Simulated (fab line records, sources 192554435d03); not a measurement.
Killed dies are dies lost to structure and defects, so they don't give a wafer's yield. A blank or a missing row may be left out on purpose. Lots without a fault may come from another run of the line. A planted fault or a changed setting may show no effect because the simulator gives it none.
Which tool did it? | flow n5_finfet | 24 lots, 72 wafers sampled, at 3 steps of a route of 1938

WHAT THE GAUGES READ, wafer by wafer
N5_GATE_CUT_INSPECT_26: inspects for defects (darkfield). Usual: raw_defect_count 40, standard deviation 16.
lot  | measured     | on                | raw_defect_count | flag
L074 | day 4 18:04  | defect_inspect-02 | 45 36 45         |
L075 | day 4 19:14  | defect_inspect-01 | 28 85 54         |
L076 | day 5 05:37  | defect_inspect-01 | 17 21 15         |
L077 | day 5 06:56  | defect_inspect-01 | 64 94 66         |
L078 | day 5 14:22  | defect_inspect-01 | 48 44 18         |
L079 | day 5 20:54  | defect_inspect-02 | 33 26 23         |
L080 | day 6 05:00  | defect_inspect-01 | 49 52 51         |
L081 | day 6 15:46  | defect_inspect-02 | 38 20 28         |
L082 | day 6 16:08  | defect_inspect-01 | 41 35 55         |
L083 | day 6 22:29  | defect_inspect-01 | 25 49 28         |
L084 | day 7 00:12  | defect_inspect-02 | 11 22 24         |
L085 | day 7 07:02  | defect_inspect-02 | 28 18 38         |
L086 | day 7 14:50  | defect_inspect-02 | 44 31 39         |
L087 | day 7 20:56  | defect_inspect-01 | 16 30 68         |
L088 | day 8 02:02  | defect_inspect-02 | 40 30 43         |
L089 | day 8 11:07  | defect_inspect-01 | 31 30 27         |
L090 | day 8 16:26  | defect_inspect-01 | 36 49 12         |
L091 | day 9 02:08  | defect_inspect-02 | 25 24 23         |
L093 | day 9 09:47  | defect_inspect-02 | 37 50 43         |
L092 | day 9 16:38  | defect_inspect-02 | 27 43 44         |
L094 | day 9 20:25  | defect_inspect-01 | 30 20 48         |
L095 | day 10 00:45 | defect_inspect-02 | 49 43 70         |
L096 | day 10 03:46 | defect_inspect-02 | 46 81 39         |
L097 | day 10 10:49 | defect_inspect-02 | 71 51 47         |

N5_MOL_CONTACT_COAG_CD_MEAS_08: target cd 28 nm. Usual: cd_nm 27.96 nm, standard deviation 0.25.
lot  | measured     | on        | cd_nm (nm)        | flag
L074 | day 4 18:29  | cd_sem-02 | 27.87 28.42 28.04 |
L075 | day 4 19:40  | cd_sem-02 | 27.77 27.60 27.96 |
L076 | day 5 05:55  | cd_sem-01 | 28.21 28.13 28.21 |
L077 | day 5 07:22  | cd_sem-02 | 27.77 28.15 27.95 |
L078 | day 5 14:48  | cd_sem-03 | 28.29 28.08 27.79 |
L079 | day 5 21:12  | cd_sem-03 | 28.12 27.90 28.16 |
L080 | day 6 05:25  | cd_sem-02 | 28.27 27.96 27.97 |
L081 | day 6 16:12  | cd_sem-02 | 27.67 27.95 28.06 |
L082 | day 6 16:26  | cd_sem-02 | 28.07 27.74 27.86 |
L083 | day 6 22:47  | cd_sem-01 | 27.88 28.00 28.18 |
L084 | day 7 00:30  | cd_sem-02 | 27.80 28.08 28.11 |
L085 | day 7 07:20  | cd_sem-01 | 28.23 28.04 28.30 |
L086 | day 7 15:15  | cd_sem-03 | 27.63 27.85 27.03 |
L087 | day 7 21:25  | cd_sem-02 | 28.20 27.72 28.09 |
L088 | day 8 02:20  | cd_sem-03 | 27.80 28.14 28.27 |
L089 | day 8 11:32  | cd_sem-01 | 27.81 27.40 27.99 |
L090 | day 8 16:44  | cd_sem-03 | 27.71 28.37 28.39 |
L091 | day 9 02:34  | cd_sem-01 | 27.94 27.98 27.82 |
L093 | day 9 10:05  | cd_sem-01 | 27.89 28.27 28.26 |
L092 | day 9 16:56  | cd_sem-02 | 28.03 27.61 28.10 |
L094 | day 9 20:50  | cd_sem-03 | 27.75 27.89 27.62 |
L095 | day 10 01:10 | cd_sem-01 | 27.94 27.64 27.68 |
L096 | day 10 04:03 | cd_sem-01 | 27.49 28.02 27.72 |
L097 | day 10 11:07 | cd_sem-03 | 27.91 27.93 27.72 |

WHICH TOOL RAN EACH LOT (tool, then ch and the chambers of the sampled wafers, then the start)
lot  | N5_GATE_CUT_CMP_61
L074 | cmp-04 ch 2,3, day 4 17:50
L075 | cmp-04 ch 0,1,3, day 4 19:02
L076 | cmp-04 ch 1,2,3, day 5 05:26
L077 | cmp-04 ch 1,3, day 5 06:43
L078 | cmp-04 ch 0,2,3, day 5 14:12
L079 | cmp-04 ch 0,2, day 5 20:40
L080 | cmp-04 ch 0,1,3, day 6 04:46
L081 | cmp-04 ch 0,2,3, day 6 15:34
L082 | cmp-02 ch 0,1,3, day 6 15:55
L083 | cmp-04 ch 2,3, day 6 22:15
L084 | cmp-02 ch 1,2,3, day 7 00:00
L085 | cmp-04 ch 1,2, day 7 06:50
L086 | cmp-04 ch 0,1,2, day 7 14:35
L087 | cmp-03 ch 0,1,3, day 7 20:44
L088 | cmp-02 ch 1,2,3, day 8 01:48
L089 | cmp-02 ch 1,2,3, day 8 10:55
L090 | cmp-04 ch 0,1, day 8 16:12
L091 | cmp-02 ch 0,3, day 9 01:54
L093 | cmp-04 ch 1,2,3, day 9 09:33
L092 | cmp-04 ch 1,2,3, day 9 16:24
L094 | cmp-04 ch 0,1,3, day 9 20:14
L095 | cmp-04 ch 1,3, day 10 00:31
L096 | cmp-02 ch 1,2, day 10 03:32
L097 | cmp-02 ch 0,2,3, day 10 10:37
- N5_GATE_CUT_CMP_61: polishes, stops on SiNx, t overpolish 3 s.

WHAT THE TOOLS THEMSELVES READ (means of the sampled wafers that have a number; where no wafer has one, the mark that the record gives instead)
N5_GATE_CUT_CMP_61. Usual: motor_current_A 12.0 A, standard deviation 0.89.
lot  | tool   | motor_current_A (A) | flag
L074 | cmp-04 | 13.0                |
L075 | cmp-04 | 11.9                |
L076 | cmp-04 | 12.5                |
L077 | cmp-04 | 12.0                |
L078 | cmp-04 | 12.4                |
L079 | cmp-04 | 11.9                |
L080 | cmp-04 | 12.1                |
L081 | cmp-04 | 12.7                |
L082 | cmp-02 | 11.8                |
L083 | cmp-04 | 13.1                |
L084 | cmp-02 | 11.4                |
L085 | cmp-04 | 12.8                |
L086 | cmp-04 | 11.9                |
L087 | cmp-03 | 11.7                |
L088 | cmp-02 | 11.2                |
L089 | cmp-02 | 11.4                |
L090 | cmp-04 | 11.7                |
L091 | cmp-02 | 11.9                |
L093 | cmp-04 | 12.9                |
L092 | cmp-04 | 12.3                |
L094 | cmp-04 | 12.1                |
L095 | cmp-04 | 12.3                |
L096 | cmp-02 | 10.6                |
L097 | cmp-02 | 11.6                |

THE ANSWER, worked out from the rows above alone
Rule: a lot is off if the mean of its wafers that have a number lies more than 3 standard deviations from the usual mean. A lot without any number at a reading at which 4 lots or more have one is off too. The other lots that the step has rows for count as sound. The gauges are gone through in route order, then the tools' own readings, and for those a lot's mean is taken as printed above. The first step at which some lot is off is used, and at that step the reading that is off furthest; a lot without a number counts as furthest.
No lot is off at any reading shown: from this, nothing can be told.

WHAT THE SIMULATOR HAD PUT IN
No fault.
